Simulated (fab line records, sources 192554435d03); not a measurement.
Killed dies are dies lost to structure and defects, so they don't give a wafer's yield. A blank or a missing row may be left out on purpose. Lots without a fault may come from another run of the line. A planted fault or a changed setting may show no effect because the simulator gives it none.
Chamber matching | flow n5_finfet | N5_MOL_CONTACT_COAG_DESCUM_13 on rie_diel-01: 4 sister chambers
The step chemistry O2, time 7 s. 4 wafers are shown with their chamber, then 10 later ones without.

WAFERS WITH THEIR CHAMBER
wafer  | chamber | showerhead_plenum_p_Torr (Torr)
L080.2 | 3       | 1.97
L089.6 | 2       | 2.12
L090.1 | 1       | 2.22
L090.5 | 0       | 2.08

WAFERS WITHOUT THEIR CHAMBER
wafer  | showerhead_plenum_p_Torr (Torr)
L090.6 | 2.22
L093.3 | 2.08
L093.4 | 2.12
L093.5 | 2.08
L094.4 | 2.08
L094.5 | 2.08
L094.6 | 2.22
L097.1 | 2.11
L097.4 | 2.21
L097.5 | 2.21

WHICH CHAMBER EACH WENT THROUGH
wafer  | from the rows above | in truth
L090.6 | 1                   | 1
L093.3 | 0                   | 0
L093.4 | 2                   | 2
L093.5 | 0                   | 0
L094.4 | 0                   | 0
L094.5 | 0                   | 0
L094.6 | 1                   | 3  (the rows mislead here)
L097.1 | 2                   | 2
L097.4 | 1                   | 1
L097.5 | 1                   | 1
Placed correctly: 9 of 10. Can't be placed from these rows: 0. Placed wrongly: 1.
How it was worked out, from the rows above alone: a wafer's distance from a chamber is the root of the sum, over the readings, of the square of ((its reading less the chamber's mean) divided by the reading's scatter). The wafer belongs to the nearest chamber; if the next one is less than 2 further off, it can't be placed. A chamber's mean is the mean of its shown wafers. The scatter: with one shown wafer a chamber, the root of the mean of the squares of how far each hidden wafer lies from its nearest shown one.
